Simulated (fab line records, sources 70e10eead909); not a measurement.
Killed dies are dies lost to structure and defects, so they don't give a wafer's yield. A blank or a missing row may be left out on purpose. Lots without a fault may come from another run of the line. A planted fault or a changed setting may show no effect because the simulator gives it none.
Which tool did it? | flow nand_harc | 13 lots, 39 wafers sampled, at 6 steps of a route of 1159

WHAT THE GAUGES READ, wafer by wafer
NHARC_P_GATE_CD_MEAS_91: target cd 2000 nm.
lot  | measured     | on        | cd_nm (nm)
L963 | day 5 11:43  | cd_sem-03 | 1998.3 1997.6 1999.2
L966 | day 6 00:20  | cd_sem-03 | 2000.1 2000.5 1998.9
L965 | day 6 01:04  | cd_sem-02 | 2001.4 1997.3 1998.6
L967 | day 6 08:04  | cd_sem-01 | 1998.2 2002.6 2002.0
L970 | day 7 01:31  | cd_sem-01 | 1996.9 1998.2 1998.6
L969 | day 7 02:01  | cd_sem-03 | 2001.9 2001.5 2001.2
L971 | day 7 13:05  | cd_sem-02 | 2006.0 2004.5 2000.9
L972 | day 7 13:35  | cd_sem-03 | 1998.4 2001.6 1998.9
L973 | day 7 23:44  | cd_sem-01 | 2003.1 2002.4 2000.9
L974 | day 8 00:35  | cd_sem-02 | 2000.0 1996.2 1998.1
L981 | day 9 17:52  | cd_sem-02 | 1995.5 1997.6 1999.1
L985 | day 10 22:17 | cd_sem-03 | 2002.0 1999.7 2000.1
L986 | day 10 22:29 | cd_sem-01 | 2003.5 2001.6 1999.3

NHARC_P_GATE_INSPECT_68.
lot  | measured     | on                | raw_defect_count
L963 | day 5 14:55  | defect_inspect-02 | 104 254 212
L966 | day 6 03:25  | defect_inspect-01 | 224 206 148
L965 | day 6 04:13  | defect_inspect-02 | 185 81 134
L967 | day 6 11:10  | defect_inspect-01 | 406 119 194
L970 | day 7 04:37  | defect_inspect-01 | 209 191 229
L969 | day 7 05:25  | defect_inspect-02 | 177 147 310
L971 | day 7 16:10  | defect_inspect-02 | 178 278 173
L972 | day 7 16:48  | defect_inspect-01 | 342 189 162
L973 | day 8 02:54  | defect_inspect-01 | 792 872 870
L974 | day 8 03:40  | defect_inspect-02 | 853 820 859
L981 | day 9 20:57  | defect_inspect-02 | 195 149 270
L985 | day 11 01:40 | defect_inspect-01 | 320 149 343
L986 | day 11 01:58 | defect_inspect-01 | 272 236 159

NHARC_END_SORT_01.
lot  | measured     | on        | killed_at_array | killed_at_other | killed_at_periphery | killed_dies | killed_open | killed_short
L973 | day 21 17:04 | prober-02 | 30 19 29        | 0 1 1           | 70 81 62            | 100 101 92  | 2 1 7       | 2 1 1
L974 | day 22 06:13 | prober-01 | 27 30 30        | 1 0 0           | 66 92 88            | 94 122 118  | 6 2 5       | 3 7 1

WHICH TOOL RAN EACH LOT (tool, then ch and the chambers of the sampled wafers, then the start)
lot  | NHARC_P_GATE_STRIP_106             | NHARC_P_GATE_STRIP_111               | NHARC_P_GATE_STRIP_113
L963 | rie_diel-02 ch 1,2,3, day 4 20:00  | plasma_asher-02 ch 0,1, day 5 08:59  | plasma_asher-02 ch 0,1, day 5 12:14
L966 | rie_diel-02 ch 0,1,3, day 5 08:00  | plasma_asher-02 ch 0,1, day 5 21:32  | plasma_asher-02 ch 0,1, day 6 01:13
L965 | rie_diel-07 ch 1,3, day 5 08:00    | plasma_asher-01 ch 0,1, day 5 22:14  | plasma_asher-01 ch 0,1, day 6 01:50
L967 | rie_diel-02 ch 1,2,3, day 5 17:00  | plasma_asher-01 ch 0,1, day 6 05:22  | plasma_asher-01 ch 0,1, day 6 08:38
L970 | rie_diel-04 ch 1,2, day 6 10:00    | plasma_asher-02 ch 0,1, day 6 22:41  | plasma_asher-02 ch 0,1, day 7 02:05
L969 | rie_diel-04 ch 0,1,3, day 6 11:00  | plasma_asher-01 ch 0,1, day 6 23:07  | plasma_asher-02 ch 0,1, day 7 02:59
L971 | rie_diel-02 ch 0,1,2, day 6 21:00  | plasma_asher-02 ch 0,1, day 7 09:58  | plasma_asher-01 ch 0,1, day 7 13:37
L972 | rie_diel-02 ch 0,1,3, day 6 22:00  | plasma_asher-02 ch 0,1, day 7 10:43  | plasma_asher-02 ch 0,1, day 7 14:15
L973 | rie_diel-04 ch 0,3, day 7 08:00    | plasma_asher-01 ch 0,1, day 7 21:01  | plasma_asher-02 ch 0,1, day 8 00:42
L974 | rie_diel-04 ch 0,3, day 7 09:00    | plasma_asher-02 ch 0,1, day 7 21:43  | plasma_asher-01 ch 0, day 8 01:14
L981 | rie_diel-02 ch 0,2,3, day 9 02:00  | plasma_asher-01 ch 0,1, day 9 15:01  | plasma_asher-02 ch 0,1, day 9 18:23
L985 | rie_diel-02 ch 0,1,2, day 10 07:00 | plasma_asher-01 ch 0,1, day 10 19:20 | plasma_asher-02 ch 0,1, day 10 22:59
L986 | rie_diel-04 ch 0,1, day 10 07:00   | plasma_asher-02 ch 0,1, day 10 19:31 | plasma_asher-01 ch 0,1, day 10 23:40
- NHARC_P_GATE_STRIP_106: strips in O2/COS.
- NHARC_P_GATE_STRIP_111: strips in N2/H2, time 250 s.
- NHARC_P_GATE_STRIP_113: strips in N2/H2, time 740 s.

WHAT THE TOOLS THEMSELVES READ (means of the sampled wafers that have a number; where no wafer has one, the mark that the record gives instead)
NHARC_P_GATE_STRIP_111.
lot  | tool            | drypump_motor_current_A (A) | heater_power_w (W) | temp_c (C)
L963 | plasma_asher-02 | 5.7                         | 90                 | 110.02
L966 | plasma_asher-02 | 5.3                         | 88                 | 110.12
L965 | plasma_asher-01 | 5.6                         | 90                 | 110.05
L967 | plasma_asher-01 | 5.7                         | 87                 | 109.95
L970 | plasma_asher-02 | 5.7                         | 90                 | 109.97
L969 | plasma_asher-01 | 5.7                         | 87                 | 110.12
L971 | plasma_asher-02 | 5.3                         | 87                 | 109.99
L972 | plasma_asher-02 | 5.7                         | 89                 | 110.12
L973 | plasma_asher-01 | 5.6                         | 92                 | 110.08
L974 | plasma_asher-02 | 5.3                         | 85                 | 109.94
L981 | plasma_asher-01 | 5.7                         | 87                 | 110.11
L985 | plasma_asher-01 | 5.7                         | 87                 | 110.08
L986 | plasma_asher-02 | 5.7                         | 86                 | 109.66

NHARC_P_GATE_STRIP_113.
lot  | tool            | drypump_motor_current_A (A) | heater_power_w (W) | temp_c (C)
L963 | plasma_asher-02 | 5.3                         | 86                 | 110.04
L966 | plasma_asher-02 | 5.7                         | 90                 | 109.99
L965 | plasma_asher-01 | 5.6                         | 92                 | 110.06
L967 | plasma_asher-01 | 5.7                         | 89                 | 109.89
L970 | plasma_asher-02 | 5.7                         | 88                 | 110.06
L969 | plasma_asher-02 | 5.3                         | 87                 | 109.90
L971 | plasma_asher-01 | 5.6                         | 90                 | 110.05
L972 | plasma_asher-02 | 5.3                         | 87                 | 110.02
L973 | plasma_asher-02 | 5.3                         | 87                 | 110.08
L974 | plasma_asher-01 | 5.5                         | 94                 | 109.81
L981 | plasma_asher-02 | 5.3                         | 83                 | 109.92
L985 | plasma_asher-02 | 5.3                         | 82                 | 109.89
L986 | plasma_asher-01 | 5.6                         | 91                 | 110.10

THE ANSWER, worked out from the rows above alone
Rule: what is usual is taken from the lots themselves. Put in order of their means at a reading, lots are off if they are a third of the lots or fewer, leave a main group of 4 or more, and stand apart from it by a gap of 3 or more times the standard deviation of the main group's means; of several such gaps the widest counts. A main group whose means are all the same, to the digits that the tables above print for the reading, isn't used. A lot without any number at a reading at which 4 lots or more have one is off too. The other lots that the step has rows for count as sound. The gauges are gone through in route order, then the tools' own readings, and for those a lot's mean is taken as printed above. The first step at which some lot is off is used, and at that step the reading that is off furthest; a lot without a number counts as furthest.
Off: L973, L974, at NHARC_P_GATE_INSPECT_68 (raw_defect_count). The main group: mean 210, standard deviation 33.
A tool fits if, at a process step before that reading, it ran every lot that is off, and no sound lot after the first of them. The gauges at NHARC_P_GATE_INSPECT_68 are tried like those tools. None of those tried fits.

WHAT THE SIMULATOR HAD PUT IN
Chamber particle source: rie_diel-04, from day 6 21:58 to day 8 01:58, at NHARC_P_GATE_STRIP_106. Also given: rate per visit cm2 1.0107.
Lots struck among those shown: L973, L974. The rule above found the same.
